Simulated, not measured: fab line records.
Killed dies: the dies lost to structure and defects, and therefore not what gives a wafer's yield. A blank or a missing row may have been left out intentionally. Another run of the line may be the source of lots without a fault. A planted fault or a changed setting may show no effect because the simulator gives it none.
A struck lot beside a sound one	flow nandHarc	39 out of 1302 route steps
Sound: wafers L404.2, L404.3, L404.4. Struck: wafer L395.5 (L395.1, L395.4, from the same lot, were not struck and are left out); the cause is given at the end.
For every step that has rows: the tool of each side, followed by ch and its chambers, followed by its first start. Under that, the readings that differ: sound wafers	struck wafers	difference of the means	sigmas: that difference in standard deviations of wafers without a fault.
alike: readings with means less than 2 such deviations apart, plus words and numbers identical on both sides. not compared: withheld readings, readings lacking a value on some wafer, bounds such as >300 that could conceal the same value, and numbers that have no deviation in the record and whose values overlap.
Wherever a step has rows on one side only, a row that says differs or no value, or a row with sigmas, the two part there. Numbers that have no deviation but don't overlap get no sigmas and don't part them. A reading missing from all wafers of one side parts the sides only when that side holds two or more wafers.

first, 1 step without rows for these wafers: NHARC_A_CHANNEL_FILL_D1_CVD_18 (deposits poly-Si, target thk 3 nm).
NHARC_A_CHANNEL_FILL_D1_ETCHBACK_19: etches the open film in HBr/Cl2, target depth 5 nm, time 1.7 s.
  sound on rieSi-05 ch 0,1,2, day 15 19:57; struck on rieSi-04 ch 0, day 11 13:28
reading	sound	struck	difference	sigmas
oesProductAu (a.u.)	0.987 0.981 0.989	1.008	+0.022	+2
  alike: chamberPressureMTorr, drypumpMotorCurrentA, throttleValvePct
  not compared: rfHoursCounterH
NHARC_A_CHANNEL_FILL_D1_ETCHBACK_20: etches the open film in C4F8/O2/Ar, target depth 27 nm, time 13.5 s.
  sound on rieDiel-01 ch 0,1,2, day 15 20:05; struck on rieDiel-01 ch 1, day 11 13:35
reading	sound	struck	difference	sigmas
oesProductAu (a.u.)	0.93 0.92 0.91	1.00	+0.08	+2
  alike: chamberPressureMTorr, rfVppV
  not compared: rfHoursCounterH
then, 7 steps without rows for these wafers: NHARC_A_CHANNEL_FILL_D1_STRIP_28 (strips in O2, time 20 s); NHARC_A_CHANNEL_FILL_D1_PRECLEAN_21 (cleans in dHF, time 30 s); NHARC_A_CHANNEL_FILL_D1_SRD_23; NHARC_A_CHANNEL_FILL_D1_CVD_05 (deposits poly-Si, target thk 5 nm); NHARC_A_CHANNEL_FILL_D1_ANNEAL_22 (time 7200 s); NHARC_A_CHANNEL_FILL_D1_ALD_25 (deposits SiOx, target thk 60 nm, pulse time 10 s, ald cycles 600); NHARC_A_CHANNEL_FILL_D1_ETCHBACK_08 (etches the open film in C4F8, target depth 220 nm, time 110 s).
NHARC_A_CHANNEL_FILL_D1_STRIP_29: strips in O2, time 20 s.
  sound: rieDiel-01 ch 0,1,2; struck: rieDiel-13 ch 0
reading	sound	struck	difference	sigmas
throttleValvePct (%)	17.022 17.038 17.025	17.049	+0.021	+2
  alike: chamberPressureMTorr, drypumpMotorCurrentA, oesProductAu, rfVppV, showerheadPlenumPTorr
  not compared: rfHoursCounterH
NHARC_A_CHANNEL_FILL_D1_PRECLEAN_30: cleans in dHF, time 30 s.
  sound on wetBench-01 ch 2,3,7, day 16 13:55; struck on wetBench-01 ch 1,5,7, day 12 10:55
then, 4 steps without rows for these wafers: NHARC_A_CHANNEL_FILL_D1_SRD_31; NHARC_A_CHANNEL_FILL_D1_CVD_09 (deposits poly-Si, target thk 150 nm, time 3000 s); NHARC_A_CHANNEL_FILL_D1_CMP_10 (polishes, target thk 150 nm); NHARC_A_CHANNEL_FILL_D1_SRD_12.
NHARC_A_DECK1_JOINT_ETCHBACK_07: etches the open film in HBr, target depth 105 nm, time 26.9 s.
  sound on rieSi-01 ch 0,1,3, day 16 19:58; struck on rieSi-06 ch 3, day 12 17:05
  alike: chamberPressureMTorr, drypumpMotorCurrentA, oesProductAu, throttleValvePct
  not compared: rfHoursCounterH
then, 8 steps without rows for these wafers: NHARC_A_DECK1_JOINT_ETCH_25 (etches SiO2 in dHF, target depth 0.5 nm); NHARC_A_DECK1_JOINT_ETCH_19 (etches poly-Si in TMAH, target depth 3 nm); NHARC_A_DECK1_JOINT_ETCH_18 (etches SiO2 in dHF, target depth 3 nm); NHARC_A_DECK1_JOINT_WET_08 (chemistry H3PO4, time 86 s); NHARC_A_DECK1_JOINT_ETCH_09 (etches SiO2 in dHF, target depth 5 nm); NHARC_A_DECK1_JOINT_WET_10 (chemistry H3PO4, time 86 s); NHARC_A_DECK1_JOINT_ETCH_11 (etches SiO2 in dHF, target depth 35 nm); NHARC_A_DECK1_JOINT_CVD_12 (deposits poly-Si, target thk 90 nm, time 1800 s).
NHARC_A_DECK1_JOINT_CMP_13: polishes, target thk 51.023 nm.
  sound on cmp-03 ch 1,2,3, day 17 08:52; struck on cmp-01 ch 2, day 13 03:22
  alike: motorCurrentA, timeToEndpointS
NHARC_A_DECK1_JOINT_THK_MEAS_14: measures by ellipsometry.
  struck on filmMetro-02, day 13 03:35; sound on filmMetro-01, day 17 09:08
  alike: thkNm
then, 11 steps without rows for these wafers: NHARC_A_DECK1_JOINT_SRD_04; NHARC_A_DECK1_JOINT_ETCHBACK_00 (etches the open film in HBr, target depth 30 nm, time 17.4 s); NHARC_A_DECK1_JOINT_PRECLEAN_30 (cleans in SC1); NHARC_A_DECK1_JOINT_SRD_31; NHARC_A_DECK1_JOINT_CVD_34 (deposits SiNx, target thk 20 nm); NHARC_A_DECK1_JOINT_DEP_06 (deposits SiOx, target thk 80 nm); NHARC_A_DECK1_JOINT_CURE_26 (time 32 s); NHARC_A_DECK1_JOINT_ANNEAL_27 (time 3600 s); NHARC_A_DECK1_JOINT_ANNEAL_28 (time 1800 s); NHARC_A_DECK1_JOINT_ANNEAL_29 (time 1800 s); NHARC_A_DECK1_JOINT_CMP_02 (polishes SiOx).
-- the record jumps here: 13 days lie between the struck wafers' starts before and after (it left off in module A_DECK1_JOINT and takes up again in module END, whose first step shown is number 1302 of the route) --
NHARC_END_SORT_01:
  sound on prober-01 ch 0, day 30 13:40; struck on prober-02 ch 0, day 26 00:39
reading	sound	struck	difference	sigmas
killedAtArray	33 42 35	157	+120	+6
killedAtOther	1 1 0	3	+2	+2
killedDies	36 46 37	166	+126	+6
  alike: killedAtPeriphery, killedOpen, killedShort

## WHERE THEY PART
At NHARC_A_CHANNEL_FILL_D1_ETCHBACK_19 first; at NHARC_END_SORT_01 last (within this record only).

WHY: what had been put in by the simulator
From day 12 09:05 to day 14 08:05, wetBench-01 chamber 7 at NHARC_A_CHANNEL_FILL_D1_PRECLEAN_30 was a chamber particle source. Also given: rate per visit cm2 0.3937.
